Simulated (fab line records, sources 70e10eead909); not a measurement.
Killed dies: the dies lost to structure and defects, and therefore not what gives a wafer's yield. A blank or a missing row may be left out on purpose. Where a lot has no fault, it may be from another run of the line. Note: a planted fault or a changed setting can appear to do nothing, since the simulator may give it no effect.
A lot that was struck, set against a sound lot    flow nandHarc    14 steps out of a route of 1302
Sound: these wafers, L323.2, L323.4, L323.6. Struck: wafers L326.1, L326.3, L326.6. The cause is named last.
Order at every step that has rows: each side's tool, ch and its chambers, its first start. Under that, the readings that differ: sound wafers    struck wafers    difference of the means    sigmas: that difference in standard deviations of wafers without a fault.
alike: a reading whose means differ by less than 2 such deviations, as well as words and numbers matching on both sides. not compared: withheld readings; readings where some wafer has no value; bounds like >300 that might hide an equal value; numbers whose values overlap and for which the record gives no deviation.
Wherever a step has rows on one side only, a row that says differs or no value, or a row with sigmas, the two part there. Numbers that don't overlap but have no deviation are shown without sigmas and don't part them. A reading missing from all wafers of one side parts the sides only when that side holds two or more wafers.

NHARC_A_M1_DEP_33: deposits SiCN, target thk 30 nm.
  sound on pecvd-01 ch 1,2, day 24 11:59; struck on pecvd-04 ch 0,1, day 25 21:40
  alike: heaterPowerW
NHARC_A_BONDPAD_DEP_00: deposits SiCN, target thk 250 nm.
  sound on pecvd-01 ch 2, day 24 12:40; struck on pecvd-03 ch 0,1, day 25 22:13
  alike: heaterPowerW
NHARC_A_BONDPAD_CMP_29: polishes SiCN, target thk 200 nm.
  sound on cmp-01 ch 1,3, day 24 13:13; struck on cmp-02 ch 1,3, day 25 22:38
reading                    sound              struck             difference  sigmas
retainingRingPressureFrac  1.007 1.005 1.011  1.001 0.996 0.992  -0.011      -2
  alike: motorCurrentA, slurryFilterDpKPa
NHARC_A_BONDPAD_THK_MEAS_30: measures by ellipsometry.
  sound on filmMetro-01, day 24 13:28; struck on filmMetro-02, day 25 22:52
  alike: thkNm
then, 8 steps without rows for these wafers: NHARC_A_BONDPAD_SRD_31; NHARC_A_BONDPAD_DEHYDRATE_01 (time 120 s); NHARC_A_BONDPAD_HMDS_02 (time 30 s); NHARC_A_BONDPAD_COAT_33 (time 65 s); NHARC_A_BONDPAD_COAT_03 (resist thk 600 nm); NHARC_A_BONDPAD_SOFTBAKE_04 (time 70 s); NHARC_A_BONDPAD_EBR_05; NHARC_A_BONDPAD_EXPOSE_06 (exposes mask A BPAD).
NHARC_A_BONDPAD_PEB_07: peb time 80 s.
  sound on lithoTrack-02 ch 0, day 24 13:56; struck on lithoTrack-02, day 25 23:13
  no value came back on the struck wafers for chillPlateTempC (C), exhaustPa (Pa); on the sound wafers chillPlateTempC (C) reads 23.12 23.23 22.94
then, 1 step without rows for these wafers: NHARC_A_BONDPAD_DEVELOP_08 (time 50 s).

## WHERE THEY PART
First at NHARC_A_BONDPAD_CMP_29; last, within this record, at NHARC_A_BONDPAD_PEB_07.

WHY: the cause the simulator had injected
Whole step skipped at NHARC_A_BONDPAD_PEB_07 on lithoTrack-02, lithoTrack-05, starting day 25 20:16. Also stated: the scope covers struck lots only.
